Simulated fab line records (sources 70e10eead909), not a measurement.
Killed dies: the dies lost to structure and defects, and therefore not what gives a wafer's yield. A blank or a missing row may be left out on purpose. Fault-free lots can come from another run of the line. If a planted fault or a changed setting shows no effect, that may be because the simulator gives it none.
Chamber matching / flow nand-harc / rie-diel-08 running NHARC_A_BONDPAD_DESCUM_11: 4 sister chambers
The step chemistry O2, time 3 s. 18 wafers are shown with their chamber, then 8 later ones without.

WAFERS WITH THEIR CHAMBER
wafer=L948.1; chamber=0; showerhead-plenum-p-Torr (Torr)=1.88; drypump-motor-current-A (A)=5.3; oes-product-au (a.u.)=1.005
wafer=L948.2; chamber=2; showerhead-plenum-p-Torr (Torr)=2.07; drypump-motor-current-A (A)=6.1; oes-product-au (a.u.)=0.979
wafer=L948.3; chamber=3; showerhead-plenum-p-Torr (Torr)=2.04; drypump-motor-current-A (A)=5.9; oes-product-au (a.u.)=0.984
wafer=L955.1; chamber=3; showerhead-plenum-p-Torr (Torr)=2.03; drypump-motor-current-A (A)=5.8; oes-product-au (a.u.)=0.990
wafer=L955.2; chamber=2; showerhead-plenum-p-Torr (Torr)=2.06; drypump-motor-current-A (A)=6.1; oes-product-au (a.u.)=0.984
wafer=L955.6; chamber=1; showerhead-plenum-p-Torr (Torr)=1.80; drypump-motor-current-A (A)=5.6; oes-product-au (a.u.)=1.016
wafer=L954.1; chamber=0; showerhead-plenum-p-Torr (Torr)=1.88; drypump-motor-current-A (A)=5.3; oes-product-au (a.u.)=1.004
wafer=L954.2; chamber=1; showerhead-plenum-p-Torr (Torr)=1.80; drypump-motor-current-A (A)=5.5; oes-product-au (a.u.)=1.014
wafer=L954.5; chamber=1; showerhead-plenum-p-Torr (Torr)=1.80; drypump-motor-current-A (A)=5.6; oes-product-au (a.u.)=1.011
wafer=L957.4; chamber=0; showerhead-plenum-p-Torr (Torr)=1.88; drypump-motor-current-A (A)=5.3; oes-product-au (a.u.)=1.003
wafer=L957.5; chamber=0; showerhead-plenum-p-Torr (Torr)=1.88; drypump-motor-current-A (A)=5.3; oes-product-au (a.u.)=1.012
wafer=L957.6; chamber=1; showerhead-plenum-p-Torr (Torr)=1.80; drypump-motor-current-A (A)=5.5; oes-product-au (a.u.)=1.021
wafer=L959.1; chamber=2; showerhead-plenum-p-Torr (Torr)=2.06; drypump-motor-current-A (A)=6.1; oes-product-au (a.u.)=0.999
wafer=L959.3; chamber=1; showerhead-plenum-p-Torr (Torr)=1.80; drypump-motor-current-A (A)=5.5; oes-product-au (a.u.)=1.020
wafer=L959.6; chamber=0; showerhead-plenum-p-Torr (Torr)=1.88; drypump-motor-current-A (A)=5.3; oes-product-au (a.u.)=1.011
wafer=L958.1; chamber=2; showerhead-plenum-p-Torr (Torr)=2.06; drypump-motor-current-A (A)=6.1; oes-product-au (a.u.)=0.990
wafer=L958.4; chamber=3; showerhead-plenum-p-Torr (Torr)=2.03; drypump-motor-current-A (A)=5.9; oes-product-au (a.u.)=1.008
wafer=L958.6; chamber=1; showerhead-plenum-p-Torr (Torr)=1.80; drypump-motor-current-A (A)=5.5; oes-product-au (a.u.)=1.009

SIGNATURES, as means of the wafers listed above
reading=showerhead-plenum-p-Torr; chamber 0=1.8800; chamber 1=1.8000; chamber 2=2.0625; chamber 3=2.0333; scatter within a chamber=0.00318
reading=drypump-motor-current-A; chamber 0=5.300; chamber 1=5.533; chamber 2=6.100; chamber 3=5.867; scatter within a chamber=0.0378
reading=oes-product-au; chamber 0=1.00700; chamber 1=1.01517; chamber 2=0.98800; chamber 3=0.99400; scatter within a chamber=0.00717
Rule: a wafer lies at a distance from a chamber equal to the root of the sum of squares, over the readings, of (its reading less the chamber's mean, divided by the reading's scatter). The wafer belongs to the nearest chamber; if the next one is less than 2 further off, it can't be placed. The scatter: take each reading less its chamber's mean, square it, sum over the shown wafers, divide by the number of wafers less the number of chambers, and take the root.

WAFERS WITH NO CHAMBER GIVEN
wafer=L960.2; showerhead-plenum-p-Torr (Torr)=1.88; drypump-motor-current-A (A)=5.3; oes-product-au (a.u.)=1.006
wafer=L960.4; showerhead-plenum-p-Torr (Torr)=2.03; drypump-motor-current-A (A)=5.9; oes-product-au (a.u.)=1.013
wafer=L960.5; showerhead-plenum-p-Torr (Torr)=2.06; drypump-motor-current-A (A)=6.1; oes-product-au (a.u.)=1.007
wafer=L966.1; showerhead-plenum-p-Torr (Torr)=1.80; drypump-motor-current-A (A)=5.5; oes-product-au (a.u.)=0.993
wafer=L966.5; showerhead-plenum-p-Torr (Torr)=1.88; drypump-motor-current-A (A)=5.3; oes-product-au (a.u.)=0.990
wafer=L968.2; showerhead-plenum-p-Torr (Torr)=1.88; drypump-motor-current-A (A)=5.3; oes-product-au (a.u.)=0.991
wafer=L968.3; showerhead-plenum-p-Torr (Torr)=2.03; drypump-motor-current-A (A)=5.9; oes-product-au (a.u.)=0.981
wafer=L968.6; showerhead-plenum-p-Torr (Torr)=1.80; drypump-motor-current-A (A)=5.6; oes-product-au (a.u.)=0.995

WHICH CHAMBER EACH ONE RAN IN
wafer=L960.2; from the rows above=0; in truth=0
wafer=L960.4; from the rows above=3; in truth=3
wafer=L960.5; from the rows above=2; in truth=2
wafer=L966.1; from the rows above=1; in truth=1
wafer=L966.5; from the rows above=0; in truth=0
wafer=L968.2; from the rows above=0; in truth=0
wafer=L968.3; from the rows above=3; in truth=3
wafer=L968.6; from the rows above=1; in truth=1
Placed correctly: 8 of 8. Left unplaced by these rows: 0. Wrongly placed: 0.
